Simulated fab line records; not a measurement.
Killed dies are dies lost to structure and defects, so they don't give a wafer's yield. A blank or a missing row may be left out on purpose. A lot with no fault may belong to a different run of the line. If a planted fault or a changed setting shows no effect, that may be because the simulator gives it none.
fab line records ; flow n5_finfet
record: lots: 5; wafers: 15; last_day: 18
route steps=1938 shown BEOL_M9@1454 BEOL_M10@1470 PASSIVATION@1936
lots with no fault: from the same line, run without faults
start_h: hours from the record's first day to the start of the lot's first wafer shown ; wait_h: hours from the lot's prior step to this one ; " unchanged from the row above ; L1.1+2: a single row standing in for several wafers ; - no value, or no start given ; * or withheld: withheld ; < > ~ a bound
route shown NAME@n: a module of which the file shows steps, and the number in the route of the first ; usual: average and standard deviation across the fault-free wafers ; same: alike in all rows ; chamber/n: place in a boat ; sites: per-site readings ; _std_site: their standard deviation ; _edge_site: inner sites' mean taken away from outer sites' mean ; radius_mm: for every site, how far away it sits from the centre of the wafer ; mask NAME#n: copy n ; behind: the last tool/chamber to shape the wafer ; hold: what put the lot on hold/how long, in hours/how the hold closed ; device: whichever transistor did not switch (one of n, p or np) ; end of line: the route-end tests of the same wafers ; a step without rows: its recipe alone ; killed: count of dies lost to structure and defects at first sort (not the wafer's yield) ; map: dies across one wafer; x = killed, . = not, _ = none there
set.NAME: the setting the step ran with; set.NAME@STEP: the setting that earlier step ran with ; model.NAME: the simulator's own value behind a step, which no gauge read
lots at selected steps of the route; one table per step, one row per wafer
services: the hour from which a tool's chamber was out of use, counted from the record's first day as start_h (under 0 if before that day), plus the number of hours and why
== steps ==
step: N5_BEOL_M9_CD_MEAS_35
recipe: target_cd_nm: 70; target_cd_y_nm: 40; polarity: opening
usual: cd_nm: 69.9/0.6
lot.wafer;tool;chamber;start_h;wait_h;cd_nm
L781.1;cd_sem-01;-;218.89;0.0;70.2
L781.3;cd_sem-01;-;218.89;0.0;70.9
L781.5;cd_sem-01;-;218.89;0.0;70.7
L782.1;cd_sem-01;-;243.73;0.0;70.4
L782.2;cd_sem-01;-;243.73;0.0;69.0
L782.6;cd_sem-01;-;243.73;0.0;69.4
L795.1;cd_sem-02;-;327.74;0.0;69.3
L795.5;cd_sem-02;-;327.74;0.0;69.6
L795.6;cd_sem-02;-;327.74;0.0;69.3
L798.2;cd_sem-03;-;328.97;0.0;69.7
L798.4;cd_sem-03;-;328.97;0.0;69.7
L798.6;cd_sem-03;-;328.97;0.0;69.4
L802.1;cd_sem-03;-;378.27;0.0;69.5
L802.5;cd_sem-03;-;378.27;0.0;69.6
L802.6;cd_sem-03;-;378.27;0.0;69.8
step: N5_BEOL_M9_CURE_72
recipe: temp_c: 370; time_s: 120; ambient: DMADMS/He; material: SiCOH_lowk
step: N5_BEOL_M9_DEGAS_44
recipe: ambient: vacuum; temp_c: 250; time_s: 60
usual: heater_power_w: 327/34
lot.wafer;tool;chamber;start_h;wait_h;heater_power_w
L781.1;pvd_sputter-02;-;219.31;0.3;334
L781.3;pvd_sputter-02;-;219.31;0.3;304
L781.5;pvd_sputter-02;-;219.31;0.3;347
L782.1;pvd_sputter-03;-;244.11;0.3;303
L782.2;pvd_sputter-03;-;244.11;0.3;342
L782.6;pvd_sputter-03;-;244.11;0.3;307
L795.1;pvd_sputter-03;-;328.16;0.3;367
L795.5;pvd_sputter-03;-;328.16;0.3;296
L795.6;pvd_sputter-03;-;328.16;0.3;369
L798.2;pvd_sputter-02;-;329.42;0.3;337
L798.4;pvd_sputter-02;-;329.42;0.3;329
L798.6;pvd_sputter-02;-;329.42;0.3;305
L802.1;pvd_sputter-01;-;378.95;0.6;389
L802.5;pvd_sputter-01;-;378.95;0.6;319
L802.6;pvd_sputter-01;-;378.95;0.6;387
step: N5_BEOL_M9_PRE_CLEAN_45
recipe: gas: H2/He; time_s: 30; temp_c: 250
step: N5_BEOL_M9_ALD_74
recipe: material: TaN; target_thk_a: 20; temp_c: 275; ald_precursor_family: PDMAT; ald_co_reactant: NH3; pressure_torr: 3; carrier_flow_sccm: 1500; pulse_time_s: 2; purge_time_s: 3; co_reactant_purge_time_s: 2; co_reactant_pulse_time_s: 3; ald_cycles: 40; precursor_vessel_temp_c: 75; precursor_vessel_pressure_torr: 26.25; precursor_vessel_carrier_sccm: 1000
step: N5_BEOL_M9_SURFACE_TREAT_79
recipe: gas: Ar; time_s: *; ion_energy_ev: *; ion_current_ma_cm2: 0.5; pressure_mtorr: *; ar_flow_sccm: 30
step: N5_BEOL_M9_CVD_78
recipe: material: Co; target_thk_a: 20; temp_c: withheld; precursor: CCTBA/H2; pressure_torr: 30; time_s: 138.9
step: N5_BEOL_M9_SPUTTER_48
recipe: material: Cu; target_thk_a: 120; temp_c: -20; bias_v: 60; power_w: 26000; chamber_pressure_pa: 0.13; time_s: 2
step: N5_BEOL_M9_ECD_50
recipe: material: Cu; target_thk_a: 3180
step: N5_BEOL_M9_ANNEAL_51
recipe: temp_c: 225; time_s: 90; ambient: N2
step: N5_BEOL_M9_CMP_52
recipe: stop_on: SiCOH_lowk; t_overpolish_s: 7; down_force_psi: 1; platen_rpm: 50; clearing_platen_down_force_psi: 1.5; clearing_platen_rpm: 50; post_cmp_clean: cu_alkaline; target_thk_nm: 140; clearing_platen_pad_velocity_m_s: 0.99484; pad_velocity_m_s: 0.99484
usual: barrier_field_endpoint_s: 28.8/0.67; edge_zone_pressure_frac: 0.999/0.0048; head_pressure_psi: 1.0000/0.0023; motor_current_A: 6.0/0.67; overpolish_run_s: 7.000/0.0086; time_to_endpoint_s: 67/3
lot.wafer;tool;chamber;start_h;wait_h;barrier_field_endpoint_s;edge_zone_pressure_frac;head_pressure_psi;motor_current_A;overpolish_run_s;time_to_endpoint_s
L781.3;cmp-01;1;220.85;0.2;27.8;0.994;0.9985;5.3;7.014;65
L781.1;cmp-01;2;220.85;0.2;27.7;0.987;1.0006;5.6;7.007;68
L781.5;cmp-01;3;220.85;0.2;28.0;1.007;1.0004;6.2;7.014;62
L782.1;cmp-02;2;245.74;0.3;29.4;0.984;1.0016;5.7;6.992;67
L782.2;cmp-02;1;245.74;0.3;29.0;0.997;1.0028;5.4;6.994;67
L782.6;cmp-02;3;245.74;0.3;28.4;1.000;0.9968;6.7;6.991;65
L795.1;cmp-01;2;329.47;0.4;28.2;0.993;1.0008;5.8;7.013;65
L795.5;cmp-01;3;329.47;0.4;28.6;1.002;1.0013;6.1;6.996;66
L795.6;cmp-01;0;329.47;0.4;29.0;0.991;0.9980;5.2;7.002;65
L798.4;cmp-02;0;331.26;0.3;30.5;0.998;1.0011;5.8;7.005;72
L798.2;cmp-02;3;331.26;0.3;28.7;1.001;1.0025;7.4;7.011;63
L798.6;cmp-02;0;331.26;0.3;29.3;1.000;1.0032;5.9;6.998;69
L802.1;cmp-04;2;380.32;0.4;28.8;1.003;1.0007;6.2;6.984;70
L802.5;cmp-04;3;380.32;0.4;29.6;0.999;1.0006;6.1;7.002;68
L802.6;cmp-04;0;380.32;0.4;28.4;0.998;0.9978;5.9;7.002;64
step: N5_BEOL_M9_THK_MEAS_53
recipe: thk_meas_gauge: xrf; reads: Cu_of_BEOL_M9_ECD_50
usual: M9_THK: 139.9/2.7
lot.wafer;tool;chamber;start_h;wait_h;M9_THK[nm]
L781.1;film_metro-01;-;221.07;-;143.4
L781.3;film_metro-01;-;221.07;-;140.2
L781.5;film_metro-01;-;221.07;-;140.8
L782.1;film_metro-01;-;246.03;-;142.3
L782.2;film_metro-01;-;246.03;-;146.1
L782.6;film_metro-01;-;246.03;-;141.3
L795.1;film_metro-02;-;329.65;-;140.6
L795.5;film_metro-02;-;329.65;-;139.1
L795.6;film_metro-02;-;329.65;-;144.6
L798.2;film_metro-02;-;331.55;-;135.5
L798.4;film_metro-02;-;331.55;-;142.2
L798.6;film_metro-02;-;331.55;-;146.0
L802.1;film_metro-01;-;380.50;-;141.3
L802.5;film_metro-01;-;380.50;-;140.3
L802.6;film_metro-01;-;380.50;-;138.7
step: N5_BEOL_M9_PRE_CLEAN_55
recipe: gas: NH3; time_s: 15; temp_c: withheld; rf_power_w: 300
lot.wafer;tool;chamber;start_h;wait_h
L781.1+3+5;pecvd-04;0,2,1;221.11;0.0
L782.1+2+6;pecvd-02;0,2,1;246.07;0.0
L795.1+5+6;pecvd-02;1,2,1;329.69;0.0
L798.2+4+6;pecvd-01;0,2,1;331.59;0.0
L802.1+5+6;pecvd-04;2,2,1;380.54;0.0
step: N5_BEOL_M9_DEP_56
recipe: material: SiCN; target_thk_a: 150; temp_c: withheld; precursor: 3MS/NH3; pressure_torr: 3; rf_w: 202; time_s: 26.5
step: N5_BEOL_M9_RS_MEAS_57
recipe: thk_meas_gauge: four-point-probe; reads: Cu_of_BEOL_M9_ECD_50+Co_of_BEOL_M9_CVD_78+TaN_of_BEOL_M9_ALD_74
usual: M9_RS: 0.1509/0.0029
lot.wafer;tool;chamber;start_h;wait_h;M9_RS[ohm/sq]
L781.1;film_metro-01;-;221.20;0.1;0.1479
L781.3;film_metro-01;-;221.20;0.1;0.1513
L781.5;film_metro-01;-;221.20;0.1;0.1511
L782.1;film_metro-02;-;246.17;0.1;0.1476
L782.2;film_metro-02;-;246.17;0.1;0.1436
L782.6;film_metro-02;-;246.17;0.1;0.1487
L795.1;film_metro-01;-;329.79;0.1;0.1501
L795.5;film_metro-01;-;329.79;0.1;0.1517
L795.6;film_metro-01;-;329.79;0.1;0.1462
L798.2;film_metro-02;-;331.69;0.1;0.1550
L798.4;film_metro-02;-;331.69;0.1;0.1471
L798.6;film_metro-02;-;331.69;0.1;0.1431
L802.1;film_metro-02;-;380.63;0.1;0.1502
L802.5;film_metro-02;-;380.63;0.1;0.1514
L802.6;film_metro-02;-;380.63;0.1;0.1540
step: N5_BEOL_M9_INSPECT_58
recipe: inspect_instrument: darkfield; mode: post_dep
usual: raw_defect_count: 68/20
lot.wafer;tool;chamber;start_h;wait_h;raw_defect_count
L781.1;defect_inspect-01;-;221.23;0.0;54
L781.3;defect_inspect-01;-;221.23;0.0;80
L781.5;defect_inspect-01;-;221.23;0.0;81
L782.1;defect_inspect-01;-;246.19;0.0;83
L782.2;defect_inspect-01;-;246.19;0.0;86
L782.6;defect_inspect-01;-;246.19;0.0;68
L795.1;defect_inspect-02;-;329.81;0.0;1181
L795.5;defect_inspect-02;-;329.81;0.0;55
L795.6;defect_inspect-02;-;329.81;0.0;1136
L798.2;defect_inspect-02;-;331.71;0.0;92
L798.4;defect_inspect-02;-;331.71;0.0;80
L798.6;defect_inspect-02;-;331.71;0.0;67
L802.1;defect_inspect-02;-;380.66;0.0;38
L802.5;defect_inspect-02;-;380.66;0.0;53
L802.6;defect_inspect-02;-;380.66;0.0;61
step: N5_BEOL_M10_ILD_DEP_00
recipe: material: SiCOH_lowk; target_thk_a: 3085.1; temp_c: 300; precursor: DEMS/porogen; pressure_torr: 5; rf_w: 500; time_s: 58
step: N5_BEOL_M10_CURE_71
recipe: temp_c: 385; time_s: 240; ambient: He/Ar; material: SiCOH_lowk
usual: lamp_power_pct: 52.31/0.053; wafer_temp_C_max: 386.7/0.53
lot.wafer;tool;chamber;start_h;wait_h;lamp_power_pct;wafer_temp_C_max
L781.1;uv_cure-01;2;221.37;0.1;52.26;386.4
L781.3;uv_cure-01;2;221.37;0.1;52.30;386.3
L781.5;uv_cure-01;2;221.37;0.1;52.44;386.6
L782.1;uv_cure-02;0;246.31;0.0;52.29;386.9
L782.2;uv_cure-02;0;246.31;0.0;52.25;387.1
L782.6;uv_cure-02;0;246.31;0.0;52.32;387.4
L795.1;uv_cure-01;0;329.93;0.0;52.34;386.5
L795.5;uv_cure-01;0;329.93;0.0;52.34;386.5
L795.6;uv_cure-01;0;329.93;0.0;52.30;386.3
L798.2;uv_cure-03;1;331.91;0.1;52.31;386.0
L798.4;uv_cure-03;1;331.91;0.1;52.37;386.3
L798.6;uv_cure-03;1;331.91;0.1;52.29;386.0
L802.1;uv_cure-01;2;380.77;0.0;52.22;386.9
L802.5;uv_cure-01;2;380.77;0.0;52.34;386.8
L802.6;uv_cure-01;2;380.77;0.0;52.28;386.4
step: N5_BEOL_M10_THK_MEAS_01
recipe: reads: SiCOH_lowk_of_BEOL_M10_ILD_DEP_00
usual: M10_ILD_THK: 269/3.4
lot.wafer;tool;chamber;start_h;wait_h;M10_ILD_THK[nm]
L781.1;film_metro-02;-;221.89;0.4;268
L781.3;film_metro-02;-;221.89;0.4;273
L781.5;film_metro-02;-;221.89;0.4;275
L782.1;film_metro-02;-;246.82;0.4;267
L782.2;film_metro-02;-;246.82;0.4;270
L782.6;film_metro-02;-;246.82;0.4;266
L795.1;film_metro-01;-;330.44;0.4;268
L795.5;film_metro-01;-;330.44;0.4;272
L795.6;film_metro-01;-;330.44;0.4;277
L798.2;film_metro-01;-;332.34;0.4;266
L798.4;film_metro-01;-;332.34;0.4;272
L798.6;film_metro-01;-;332.34;0.4;273
L802.1;film_metro-02;-;381.29;0.4;267
L802.5;film_metro-02;-;381.29;0.4;270
L802.6;film_metro-02;-;381.29;0.4;269
step: N5_BEOL_M10_PECVD_70
recipe: material: SiO2; target_thk_a: 200; temp_c: 400; precursor: TEOS/O2; pressure_torr: 5.5; rf_w: 450; teos_flow_sccm: 53.8; gas: O2; flow_sccm: 3000; time_s: 22.7
usual: heater_power_w: 708/83; showerhead_plenum_p_Torr: 8.79/0.074; throttle_valve_pct: 21.8/1.3
lot.wafer;tool;chamber;start_h;wait_h;heater_power_w;showerhead_plenum_p_Torr;throttle_valve_pct
L781.1;pecvd-04;2;221.92;0.0;715;8.84;21.8
L781.3;pecvd-04;0;221.92;0.0;576;8.81;21.9
L781.5;pecvd-04;0;221.92;0.0;560;8.79;21.5
L782.1;pecvd-02;1;246.86;0.0;795;8.63;24.2
L782.2;pecvd-02;2;246.86;0.0;778;8.81;20.0
L782.6;pecvd-02;1;246.86;0.0;812;8.63;24.5
L795.1;pecvd-03;0;330.48;0.0;739;8.90;22.0
L795.5;pecvd-03;2;330.48;0.0;676;8.75;21.4
L795.6;pecvd-03;1;330.48;0.0;757;8.72;22.1
L798.2;pecvd-04;1;332.38;0.0;706;8.74;22.3
L798.4;pecvd-04;2;332.38;0.0;642;8.89;22.3
L798.6;pecvd-04;0;332.38;0.0;665;8.81;20.4
L802.1;pecvd-02;2;381.32;0.0;798;8.78;19.7
L802.5;pecvd-02;0;381.32;0.0;781;8.88;22.4
L802.6;pecvd-02;2;381.32;0.0;801;8.82;19.8
step: N5_BEOL_M10_HM_DEP_02
recipe: material: TiN; target_thk_a: 200; temp_c: 25; chamber_pressure_pa: 0.49996
step: N5_BEOL_M10_COAT_59
recipe: resist: SOC; temp_c: 250; time_s: 60; spin_rpm: 1500; resist_thk_nm: 100
step: N5_BEOL_M10_COAT_60
recipe: resist: SiARC; temp_c: 220; time_s: 60; spin_rpm: 1500; resist_thk_nm: 30
step: N5_BEOL_M10_COAT_05
recipe: resist: CAR-ArF; spin_rpm: 1500; resist_thk_nm: 90
step: N5_BEOL_M10_EBR_07
recipe: solvent: PGMEA; ebr_width_mm: 1.5
step: N5_BEOL_M10_SOFTBAKE_06
recipe: temp_c: 110; time_s: 60; resist: CAR-ArF
step: N5_BEOL_M10_EXPOSE_08
recipe: mask_id: M10; na: 1.35; source_shape: dipole; sigma_inner: 0.411; sigma_outer: 0.611; polarization: te; dose_mj: 53.75
step: N5_BEOL_M10_PEB_09
recipe: peb_temp_c: withheld; peb_time_s: 60; resist: CAR-ArF
step: N5_BEOL_M10_DEVELOP_10
recipe: develop_time_s: 30; developer: TMAH; resist: CAR-ArF; rinse_liquid: diw; dry: air_spin; dev_temp_c: 23
step: N5_BEOL_M10_CD_MEAS_11
recipe: target_cd_nm: 64.1; landing_energy_ev: 500; detector: se_inlens; polarity: opening
usual: cd_nm: 63.9/0.61
lot.wafer;tool;chamber;start_h;wait_h;cd_nm
L781.1;cd_sem-01;0;223.19;-;63.5
L781.3;cd_sem-01;0;223.19;-;63.7
L781.5;cd_sem-01;0;223.19;-;62.6
L782.1;cd_sem-03;0;247.85;-;63.4
L782.2;cd_sem-03;0;247.85;-;63.7
L782.6;cd_sem-03;0;247.85;-;63.6
L795.1;cd_sem-03;0;331.43;-;64.4
L795.5;cd_sem-03;0;331.43;-;63.2
L795.6;cd_sem-03;0;331.43;-;63.5
L798.2;cd_sem-02;0;333.62;-;63.1
L798.4;cd_sem-02;0;333.62;-;63.8
L798.6;cd_sem-02;0;333.62;-;64.0
L802.1;cd_sem-01;0;383.35;-;63.9
L802.5;cd_sem-01;0;383.35;-;63.5
L802.6;cd_sem-01;0;383.35;-;63.5
step: N5_BEOL_M10_OVL_MEAS_12
recipe: points_per_wafer: 44
usual: M10_OVL: -0.3/0.85
same: points_per_wafer: 44
lot.wafer;tool;chamber;start_h;wait_h;M10_OVL[nm]
L781.1;overlay-02;0;223.22;0.0;-0.7
L781.3;overlay-02;0;223.22;0.0;-1.8
L781.5;overlay-02;0;223.22;0.0;-1.0
L782.1;overlay-02;0;247.88;0.0;0.2
L782.2;overlay-02;0;247.88;0.0;-0.1
L782.6;overlay-02;0;247.88;0.0;0.4
L795.1;overlay-01;0;331.46;0.0;-1.5
L795.5;overlay-01;0;331.46;0.0;-0.6
L795.6;overlay-01;0;331.46;0.0;-1.5
L798.2;overlay-02;0;333.65;0.0;-0.5
L798.4;overlay-02;0;333.65;0.0;0.3
L798.6;overlay-02;0;333.65;0.0;0.4
L802.1;overlay-02;0;383.38;0.0;-0.5
L802.5;overlay-02;0;383.38;0.0;-0.2
L802.6;overlay-02;0;383.38;0.0;0.4
step: N5_BEOL_M10_INSPECT_13
recipe: mode: adi; inspect_instrument: brightfield
usual: raw_defect_count: 404/82
lot.wafer;tool;chamber;start_h;wait_h;raw_defect_count
L781.1;defect_inspect-02;-;223.25;0.0;338
L781.3;defect_inspect-02;-;223.25;0.0;339
L781.5;defect_inspect-02;-;223.25;0.0;387
L782.1;defect_inspect-02;-;247.90;0.0;409
L782.2;defect_inspect-02;-;247.90;0.0;458
L782.6;defect_inspect-02;-;247.90;0.0;378
L795.1;defect_inspect-02;-;331.49;0.0;1550
L795.5;defect_inspect-02;-;331.49;0.0;366
L795.6;defect_inspect-02;-;331.49;0.0;1531
L798.2;defect_inspect-01;-;333.67;0.0;429
L798.4;defect_inspect-01;-;333.67;0.0;326
L798.6;defect_inspect-01;-;333.67;0.0;332
L802.1;defect_inspect-02;-;383.41;0.0;325
L802.5;defect_inspect-02;-;383.41;0.0;363
L802.6;defect_inspect-02;-;383.41;0.0;298
step: N5_BEOL_M10_DESCUM_16
recipe: chemistry: O2; time_s: 7.9; source_power_w: 50; bias_power_w: 20; pressure_mtorr: 20; rf_frequency_hz: 2.712e+07; temp_c: 40; resist: CAR-ArF; o2_flow_sccm: 225
usual: drypump_motor_current_A: 5.5/0.33; oes_product_au: 0.79/0.099; rf_vpp_V: 243.6/1.1; showerhead_plenum_p_Torr: 2.13/0.058; throttle_valve_pct: 20.44/0.23
lot.wafer;tool;chamber;start_h;wait_h;drypump_motor_current_A;oes_product_au;rf_hours_counter_h;rf_vpp_V;showerhead_plenum_p_Torr;throttle_valve_pct
L781.1;rie_diel-06;2;223.60;0.4;4.9;0.73;184;244.9;2.16;20.18
L781.3;rie_diel-06;0;223.60;0.4;5.2;0.78;145;243.8;2.18;20.60
L781.5;rie_diel-06;0;223.60;0.4;5.2;0.77;-;245.0;2.18;20.64
L782.1;rie_diel-06;3;247.94;0.0;5.6;0.88;45;242.8;2.04;20.43
L782.2;rie_diel-06;2;247.94;0.0;4.9;0.72;195;244.7;2.16;20.20
L782.6;rie_diel-06;3;247.94;0.0;5.6;0.89;-;244.0;2.04;20.43
L795.1;rie_diel-01;3;331.52;0.0;5.2;0.92;16;241.9;2.05;20.02
L795.5;rie_diel-01;3;331.52;0.0;5.2;0.92;-;243.0;2.05;20.02
L795.6;rie_diel-01;0;331.52;0.0;5.6;0.93;-;243.9;2.13;19.85
L798.2;rie_diel-02;2;333.70;0.0;5.4;0.93;23;242.9;2.16;20.39
L798.4;rie_diel-02;0;333.70;0.0;5.2;0.82;-;245.8;2.21;20.49
L798.6;rie_diel-02;2;333.70;0.0;5.4;0.93;-;243.9;2.16;20.37
L802.1;rie_diel-02;2;383.45;0.0;5.4;0.89;39;242.2;2.16;20.40
L802.5;rie_diel-02;2;383.45;0.0;5.4;0.91;-;243.6;2.15;20.41
L802.6;rie_diel-02;3;383.45;0.0;5.8;0.68;-;242.5;2.07;20.68
step: N5_PASSIVATION_PROBE_49
usual: defect_limited_yield: 91.3/1.5; killed_at_M0_to_M3: 34/10; killed_at_M4_up: 13/4.9; killed_at_contacts: 13/6.1; killed_at_front_end: 39/13; killed_at_other: 4.1/2.7; killed_dies: 103/18; killed_open: 68/13; killed_short: 32/7.6; sort_bin_5_function: 5.2/1; sort_bin_6_memory: 3.2/0.75; sort_n_pass: 1077/18; sort_yield_pct: 91.3/1.5
same: gross_dies: 1180; killed_at_back_side: 0; sort_bin_4_leakage[%]: 0; sort_bin_8_speed[%]: 0
lot.wafer;tool;chamber;start_h;wait_h;defect_limited_yield[%];killed_at_M0_to_M3;killed_at_M4_up;killed_at_contacts;killed_at_front_end;killed_at_other;killed_dies;killed_open;killed_short;sort_bin_5_function[%];sort_bin_6_memory[%];sort_n_pass;sort_yield_pct[%]
L795.1;prober-01;-;385.65;0.0;81.4;29;157;8;25;1;220;54;23;11.3;3.1;960;81.4
L795.6;prober-01;-;385.90;0.3;82.4;16;160;15;16;1;208;47;16;10.3;3.3;972;82.4
killed by level:class
L795.1 BEOL_M9:unspecified=141 BEOL_M4:geometric_particle:open=11 GATE_CUT:geometric_particle:short=8 BEOL_M2:geometric_particle:open=7 BEOL_M0_SAQP:geometric_particle:short=6 BEOL_M0_SAQP:geometric_particle:open=6 MOL_CONTACT_COAG:geometric_particle:open=5 GATE_CUT:geometric_particle:open=4
L795.6 BEOL_M9:unspecified=144 MOL_CONTACT_COAG:geometric_particle:open=14 BEOL_M4:geometric_particle:open=11 BEOL_M2:geometric_particle:open=6 GATE_CUT:geometric_particle:short=5 BEOL_M1:geometric_particle:open=3 FIN_SAQP:geometric_particle:short=2 BEOL_M2:geometric_particle:short=2
map L795.1 (x killed, . not)
_________________......x.....________________
______________.....xx.........x._____________
___________........................__________
__________....................x....._________
________...x.....x.x.................._______
_______.................x..............______
______................x........x...x...._____
_____..........................x.x......x____
____....x..........x..........x...x.......___
___...x.x.....x............................__
___.......................x.......x........__
__......x.......x...x............x....x....._
__....x..x................x............x.x.._
_..x.xxxxxxx.x..............................x
_.x.xxxxxxxx.x..............x................
_xxxxxxxxxxxxxx.x............................
_.xxxxxxxxxxxxx........x.............x.......
_.xxxxxxxxxxxxx..............x...........x...
_xxxxxxxxxxxxxx...x.......x........x.x.x.....
_xxxxxxxxxxxxxxx..........x..................
_xxxxxxxxxxxxxxx.x..................x........
__xxxxxxxxxxxx.xx.........x...........x....._
__xxxxxxxxxxx...x.............xx...x........_
___.xxxxxxxxx.x....x...................x..x__
___x.....x...x..................x..........__
____.xx.......................x...........___
_____...............x....xx..............____
______...x......x.....x................._____
_______.................x....x.........______
________.........x............x......._______
__________............xx....x......._________
___________.x......x...............__________
______________.x...............x_____________
_________________............________________
map L782.1 (x killed, . not)
_________________............________________
______________.x....x....x......_____________
___________x..................x....__________
__________.........................._________
________..........................x..._______
_______....x...........x..x............______
______.x......x................x........_____
_____.........x.............x...xx.......____
____...............xx.........x.........x.___
___.........x...........x........x.........__
___...........x...........x.........x......__
__...........x......................xx.....x_
__x.......x...........x.......x............._
_......x.........x......................x....
_x..............x......x...............x....x
_...........xx..x...x...........x............
_......x.....x...x.x...........x.............
_.....xxxx............x...................x..
_..x........x..................x...........x.
_x..............x....x...........x...........
_....x.........x.......x........x............
__.............x.....x........x............._
__.........x...........x......xx.........x.._
___x.............x....x..............x....x__
___........................x...x..x.....x..__
____.......................x..............___
_____......................x....x...x.xx.____
______.x..............x.....x.......x..._____
_______.......x...x................x...______
________......x.................xx...._______
__________......x..................._________
___________..............x.........__________
______________.x...............x_____________
_________________x...........________________
== services ==
tool;chamber;start_h;hours;kind
pvd_sputter-01;-;196.31;1.0;repair
rie_diel-06;2;200.16;11.6;repair
cmp-01;-;211.13;4.0;repair
cmp-04;-;216.75;7.7;pm
cmp-04;-;229.91;4.0;pm
rie_diel-06;1;236.41;28.9;repair
pecvd-04;0;238.16;8.0;repair
cmp-02;-;248.31;0.8;repair
rie_diel-06;-;275.56;1.1;repair
cmp-01;-;280.86;1.0;repair
cmp-01;-;283.80;4.8;pm
rie_diel-06;2;292.86;4.8;repair
cmp-01;-;309.64;0.5;repair
rie_diel-02;1;313.80;7.5;repair
pvd_sputter-02;-;321.35;3.9;repair
rie_diel-02;0;323.72;4.4;repair
cmp-02;-;327.07;0.5;repair
rie_diel-02;0;340.03;5.2;repair
cmp-02;-;345.81;4.0;pm
rie_diel-02;2;346.42;8.7;repair
cmp-02;-;351.66;3.9;pm
uv_cure-01;-;363.04;2.1;pm
uv_cure-01;-;366.49;7.5;pm
pvd_sputter-03;-;372.82;2.8;repair
== key ==
first_sign: step: N5_BEOL_M9_INSPECT_58; reading: raw_defect_count; direction: up; sigmas: 55; usual: 68; struck: 1158
effect: step: N5_BEOL_M10_INSPECT_13; reading: raw_defect_count; direction: up; sigmas: 14; usual: 404; struck: 1540
effect: step: N5_PASSIVATION_PROBE_49; reading: killed_at_M4_up; direction: up; sigmas: 30; usual: 13; struck: 158
more_kills_born_at: N5_BEOL_M9_PRE_CLEAN_55@pecvd-02: 285
met_at N5_BEOL_M9_PRE_CLEAN_55
struck_wafers L795.1,L795.6
onset_between 246.07 329.69
fault: kind: chamber_particle_source; tool: pecvd-02; chamber: 1; onset_h: 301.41; steps: N5_BEOL_M9_PRE_CLEAN_55; rate_per_visit_cm2: 1.6548; end_h: 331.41
